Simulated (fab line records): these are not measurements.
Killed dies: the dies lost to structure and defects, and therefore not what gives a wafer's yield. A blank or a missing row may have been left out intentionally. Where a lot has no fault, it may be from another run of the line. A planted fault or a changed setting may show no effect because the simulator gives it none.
Which tool is to blame?	flow nand-harc	24 lots, 72 wafers sampled, at 5 steps of a route of 1302

WHAT THE GAUGES READ, wafer by wafer
NHARC_A_STAIRCASE_INSPECT_155. Usual: raw-defect-count at 428, with a standard deviation of 140.
lot	measured	on	raw-defect-count	flag
L076	day 19 09:09	defect-inspect-01	458 434 534	
L075	day 19 09:03	defect-inspect-02	402 346 407	
L074	day 19 13:33	defect-inspect-02	371 403 547	
L078	day 20 23:37	defect-inspect-01	454 337 451	
L077	day 21 01:55	defect-inspect-01	515 347 305	
L080	day 21 03:02	defect-inspect-02	406 368 296	
L079	day 21 12:18	defect-inspect-02	492 602 391	
L081	day 22 08:07	defect-inspect-02	338 378 410	
L083	day 22 21:20	defect-inspect-02	382 439 366	
L082	day 22 21:37	defect-inspect-02	331 265 272	
L084	day 23 07:49	defect-inspect-01	549 337 441	
L085	day 23 18:09	defect-inspect-02	466 464 346	
L086	day 24 11:20	defect-inspect-02	387 254 332	
L088	day 24 14:10	defect-inspect-02	314 357 364	
L089	day 24 14:17	defect-inspect-01	651 492 581	
L087	day 24 15:49	defect-inspect-01	482 278 333	
L091	day 25 09:59	defect-inspect-02	304 351 385	
L090	day 25 10:14	defect-inspect-02	508 400 745	
L092	day 26 12:04	defect-inspect-02	272 379 277	
L093	day 26 11:08	defect-inspect-01	1298 340 464	
L094	day 27 14:29	defect-inspect-02	410 314 457	
L096	day 28 00:35	defect-inspect-02	197 224 317	
L095	day 28 00:55	defect-inspect-02	416 338 494	
L097	day 29 02:53	defect-inspect-01	331 644 477	

TOOL THAT RAN EACH LOT (tool first, then ch and the chambers of the sampled wafers, then the start)
lot	NHARC_A_STAIRCASE_ETCH_452	NHARC_A_STAIRCASE_ETCH_294	NHARC_A_STAIRCASE_DEP_151	NHARC_A_STAIRCASE_CMP_152
L076	rie-diel-07 ch 0,1,3, day 18 01:16 or earlier	rie-diel-07 ch 1,2, day 18 01:16 or earlier	pecvd-01 ch 0,2, day 18 01:16	cmp-02 ch 0,1,2, day 19 07:04
L075	rie-diel-05 ch 0,2,3, day 18 01:23 or earlier	rie-diel-05 ch 1,2,3, day 18 01:23 or earlier	pecvd-03 ch 0,2, day 18 01:23	cmp-01 ch 0,1,3, day 19 06:57
L074	rie-diel-05 ch 0,1,3, day 18 05:09 or earlier	rie-diel-05 ch 1,2,3, day 18 05:09 or earlier	pecvd-03 ch 0,1, day 18 05:09	cmp-01 ch 0,1,3, day 19 11:51
L078	rie-diel-13 ch 0,1,2, day 19 09:28 or earlier	rie-diel-13 ch 1,3, day 19 09:28 or earlier	pecvd-03 ch 0,1,2, day 19 09:28	cmp-03 ch 0,3, day 20 18:11
L077	rie-diel-13 ch 0,2, day 19 14:58 or earlier	rie-diel-13 ch 1,2,3, day 19 14:58 or earlier	pecvd-03 ch 0,1,2, day 19 14:58	cmp-02 ch 1,3, day 21 00:12
L080	rie-diel-05 ch 1,2,3, day 19 19:00 or earlier	rie-diel-05 ch 0,1,2, day 19 19:00 or earlier	pecvd-01 ch 0,1,2, day 19 19:00	cmp-02 ch 0,2, day 21 01:19
L079	rie-diel-13 ch 1,2, day 19 23:58 or earlier	rie-diel-13 ch 0,1,2, day 19 23:58 or earlier	pecvd-01 ch 1,2, day 19 23:58	cmp-01 ch 1,2,3, day 21 10:36
L081	rie-diel-05 ch 0,2,3, day 20 21:05 or earlier	rie-diel-05 ch 0,1, day 20 21:05 or earlier	pecvd-02 ch 0,1,2, day 20 21:05	cmp-01 ch 0,1,3, day 22 06:22
L083	rie-diel-05 ch 1,3, day 21 10:48 or earlier	rie-diel-05 ch 1,2,3, day 21 10:48 or earlier	pecvd-01 ch 0,1,2, day 21 10:48	cmp-01 ch 1,2, day 22 19:37
L082	rie-diel-07 ch 0,1,3, day 21 10:37 or earlier	rie-diel-07 ch 0,3, day 21 10:37 or earlier	pecvd-03 ch 0,2, day 21 10:37	cmp-03 ch 0,1,3, day 22 19:56
L084	rie-diel-05 ch 0,2, day 21 23:16 or earlier	rie-diel-05 ch 0,1, day 21 23:16 or earlier	pecvd-02 ch 1,2, day 21 23:16	cmp-01 ch 1,2,3, day 23 06:05
L085	rie-diel-13 ch 2,3, day 22 03:37 or earlier	rie-diel-13 ch 1,2, day 22 03:37 or earlier	pecvd-03 ch 0,1,2, day 22 03:37	cmp-03 ch 0,3, day 23 16:24
L086	rie-diel-07 ch 0,1, day 22 23:47 or earlier	rie-diel-07 ch 0,1,3, day 22 23:47 or earlier	pecvd-02 ch 0,2, day 22 23:47	cmp-03 ch 1,2,3, day 24 09:06
L088	rie-diel-07 ch 0,3, day 23 07:21 or earlier	rie-diel-07 ch 1,3, day 23 07:21 or earlier	pecvd-02 ch 0,1,2, day 23 07:21	cmp-02 ch 0,3, day 24 12:22
L089	rie-diel-05 ch 0,1,3, day 23 07:15 or earlier	rie-diel-05 ch 0,1,3, day 23 07:15 or earlier	pecvd-01 ch 0,1,2, day 23 07:15	cmp-01 ch 0,1,3, day 24 12:34
L087	rie-diel-07 ch 0,3, day 23 07:23 or earlier	rie-diel-07 ch 0,3, day 23 07:23 or earlier	pecvd-03 ch 1,2, day 23 07:23	cmp-03 ch 1,2,3, day 24 14:07
L091	rie-diel-05 ch 0,1,2, day 24 03:32 or earlier	rie-diel-05 ch 1,2, day 24 03:32 or earlier	pecvd-02 ch 1,2, day 24 03:32	cmp-02 ch 0,1,2, day 25 08:19
L090	rie-diel-05 ch 0,2,3, day 24 03:32 or earlier	rie-diel-05 ch 0,1,2, day 24 03:32 or earlier	pecvd-01 ch 0,1,2, day 24 03:32	cmp-01 ch 0,2,3, day 25 08:32
L092	rie-diel-05 ch 0,1, day 25 04:35 or earlier	rie-diel-05 ch 0,1,2, day 25 04:35 or earlier	pecvd-01 ch 0,1,2, day 25 04:35	cmp-03 ch 0,1,2, day 26 10:19
L093	rie-diel-05 ch 0,1,2, day 25 06:06 or earlier	rie-diel-05 ch 1,2,3, day 25 06:06 or earlier	pecvd-03 ch 0,1,2, day 25 06:06	cmp-01 ch 0,2,3, day 26 09:26
L094	rie-diel-13 ch 0,1,2, day 26 05:14 or earlier	rie-diel-13 ch 0,1,3, day 26 05:14 or earlier	pecvd-01 ch 0,1,2, day 26 05:14	cmp-02 ch 0,2,3, day 27 12:44
L096	rie-diel-13 ch 1,2,3, day 26 15:47 or earlier	rie-diel-13 ch 0,3, day 26 15:47 or earlier	pecvd-01 ch 0,1,2, day 26 15:47	cmp-03 ch 0,1,2, day 27 22:53
L095	rie-diel-05 ch 0,2,3, day 26 19:31 or earlier	rie-diel-05 ch 2,3, day 26 19:31 or earlier	pecvd-03 ch 1,2, day 26 19:31	cmp-02 ch 0,3, day 27 23:08
L097	rie-diel-07 ch 0,1,2, day 27 14:49 or earlier	rie-diel-07 ch 1,3, day 27 14:49 or earlier	pecvd-03 ch 1,2, day 27 14:49	cmp-03 ch 0,2,3, day 29 01:08
- NHARC_A_STAIRCASE_ETCH_452: etches the open film in CF4/O2, target depth 30 nm, overetch 3 nm, time 16.5 s.
- NHARC_A_STAIRCASE_ETCH_294: etches the open film in C4F8/O2/Ar, target depth 4989 nm, time 1211.6 s.
- NHARC_A_STAIRCASE_DEP_151: deposits SiO2, target thk 7200 nm.
- NHARC_A_STAIRCASE_CMP_152: polishes.

WHAT THE TOOLS THEMSELVES READ (means of the sampled wafers that have a number; where no wafer has one, the mark that the record gives instead)
NHARC_A_STAIRCASE_ETCH_452. Usual: value, then standard deviation, for each; drypump-motor-current-A 5.9 A / 0.39; oes_ar_750_au 1.000 a.u. / 0.0046; oes_o_777_au 1.000 a.u. / 0.0049; oes-product-au 1.001 a.u. / 0.0072; rf-vpp-V 198.1 V / 1.5; showerhead-plenum-p-Torr 1.35 Torr / 0.064; throttle-valve-pct 13.398 % / 0.0091.
lot	tool	drypump-motor-current-A (A)	oes_ar_750_au (a.u.)	oes_o_777_au (a.u.)	oes-product-au (a.u.)	rf-vpp-V (V)	showerhead-plenum-p-Torr (Torr)	throttle-valve-pct (%)	flag
L076	rie-diel-07	6.0	1.004	0.991	0.996	197.2	1.30	13.397	
L075	rie-diel-05	5.7	1.003	1.003	1.009	198.0	1.36	13.390	
L074	rie-diel-05	5.7	1.000	1.005	1.003	199.8	1.37	13.392	
L078	rie-diel-13	6.4	0.997	0.998	0.992	198.5	1.37	13.398	
L077	rie-diel-13	6.4	1.001	0.996	0.995	197.4	1.33	13.401	
L080	rie-diel-05	5.4	1.000	1.002	0.999	198.1	1.37	13.396	
L079	rie-diel-13	6.4	1.006	1.002	1.006	199.8	1.41	13.402	
L081	rie-diel-05	5.7	1.001	0.998	1.000	198.7	1.36	13.394	
L083	rie-diel-05	5.5	0.996	0.995	0.999	198.3	1.38	13.395	
L082	rie-diel-07	6.0	0.998	0.997	0.992	196.7	1.30	13.400	
L084	rie-diel-05	5.9	0.998	1.003	1.007	198.0	1.38	13.393	
L085	rie-diel-13	6.1	1.004	1.000	0.997	198.2	1.32	13.399	
L086	rie-diel-07	5.8	0.998	0.999	0.994	197.6	1.31	13.399	
L088	rie-diel-07	6.1	1.001	0.999	1.001	198.9	1.41	13.401	
L089	rie-diel-05	5.7	0.998	1.000	1.005	198.6	1.36	13.402	
L087	rie-diel-07	6.1	1.002	0.994	0.995	199.6	1.43	13.405	
L091	rie-diel-05	5.7	1.005	0.998	1.015	198.7	1.38	13.410	
L090	rie-diel-05	5.7	1.000	1.006	1.008	198.5	1.35	13.394	
L092	rie-diel-05	5.7	1.003	1.000	1.001	197.9	1.39	13.404	
L093	rie-diel-05	5.7	0.999	0.999	1.004	198.4	1.38	13.404	
L094	rie-diel-13	6.4	0.998	0.995	1.002	197.9	1.36	13.404	
L096	rie-diel-13	6.2	1.000	1.001	1.005	198.2	1.35	13.393	
L095	rie-diel-05	5.7	1.002	1.003	1.003	196.8	1.35	13.398	
L097	rie-diel-07	5.9	1.001	1.003	0.992	196.9	1.33	13.398	

NHARC_A_STAIRCASE_ETCH_294. Usual: oes-product-au 0.937 a.u., standard deviation 0.012; rf-vpp-V 1831 V, standard deviation 12.
lot	tool	oes-product-au (a.u.)	rf-vpp-V (V)	flag
L076	rie-diel-07	0.935	1820	
L075	rie-diel-05	0.930	1833	
L074	rie-diel-05	0.935	1833	
L078	rie-diel-13	0.947	1828	
L077	rie-diel-13	0.931	1831	
L080	rie-diel-05	0.936	1837	
L079	rie-diel-13	0.921	1832	
L081	rie-diel-05	0.936	1840	
L083	rie-diel-05	0.929	1833	
L082	rie-diel-07	0.922	1829	
L084	rie-diel-05	0.943	1838	
L085	rie-diel-13	0.929	1840	
L086	rie-diel-07	0.921	1833	
L088	rie-diel-07	0.929	1820	
L089	rie-diel-05	0.948	1832	
L087	rie-diel-07	0.933	1844	
L091	rie-diel-05	0.941	1836	
L090	rie-diel-05	0.958	1836	
L092	rie-diel-05	0.944	1835	
L093	rie-diel-05	0.955	1831	
L094	rie-diel-13	0.937	1819	
L096	rie-diel-13	0.928	1811	
L095	rie-diel-05	0.965	1828	
L097	rie-diel-07	0.934	1829	

NHARC_A_STAIRCASE_DEP_151. Usual: heater-power-w at 621 W, with a standard deviation of 120.
lot	tool	heater-power-w (W)	flag
L076	pecvd-01	648	
L075	pecvd-03	666	
L074	pecvd-03	754	
L078	pecvd-03	655	
L077	pecvd-03	738	
L080	pecvd-01	587	
L079	pecvd-01	572	
L081	pecvd-02	526	
L083	pecvd-01	596	
L082	pecvd-03	625	
L084	pecvd-02	472	
L085	pecvd-03	682	
L086	pecvd-02	530	
L088	pecvd-02	509	
L089	pecvd-01	590	
L087	pecvd-03	704	
L091	pecvd-02	463	
L090	pecvd-01	650	
L092	pecvd-01	580	
L093	pecvd-03	686	
L094	pecvd-01	617	
L096	pecvd-01	592	
L095	pecvd-03	698	
L097	pecvd-03	660	

NHARC_A_STAIRCASE_CMP_152. Usual: motor-current-A 10.9 A, standard deviation 1.2; pad-life-wafers 159, standard deviation 110; slurry-flow-ml-min 150.0, standard deviation 0.44.
lot	tool	motor-current-A (A)	pad-life-wafers	slurry-flow-ml-min	flag
L076	cmp-02	10.7	38	149.8	
L075	cmp-01	10.5	212	150.3	
L074	cmp-01	10.2	242	150.3	
L078	cmp-03	10.5	38	149.8	
L077	cmp-02	11.0	200	150.0	
L080	cmp-02	11.4	212	149.4	
L079	cmp-01	10.7	50	149.8	
L081	cmp-01	10.1	140	149.9	
L083	cmp-01	10.5	180	149.4	
L082	cmp-03	11.5	243	149.4	
L084	cmp-01	10.3	248	150.0	
L085	cmp-03	11.0	325	149.8	
L086	cmp-03	10.9	20	149.8	
L088	cmp-02	12.7	122	150.0	
L089	cmp-01	10.5	362	150.0	
L087	cmp-03	10.9	56	149.5	
L091	cmp-02	10.8	200	150.1	
L090	cmp-01	10.9	20	149.9	
L092	cmp-03	11.3	230	150.4	
L093	cmp-01	10.7	122	150.3	
L094	cmp-02	12.1	32	150.4	
L096	cmp-03	11.2	374	150.2	
L095	cmp-02	13.3	84	150.0	
L097	cmp-03	10.6	74	150.3	

THE ANSWER, worked out from the rows above alone
Rule: a lot counts as off when the mean over its wafers that have a number is more than 3 standard deviations away from the usual mean. A lot without any number at a reading at which 4 lots or more have one is off too. The other lots that the step has rows for count as sound. The gauges are gone through in route order, then the tools' own readings, and for those a lot's mean is taken as printed above. The first step at which some lot is off is used, and at that step the reading that is off furthest; a lot without a number counts as furthest.
Across all readings shown, no lot is off: no conclusion can be drawn from this.

WHAT THE SIMULATOR HAD INSERTED
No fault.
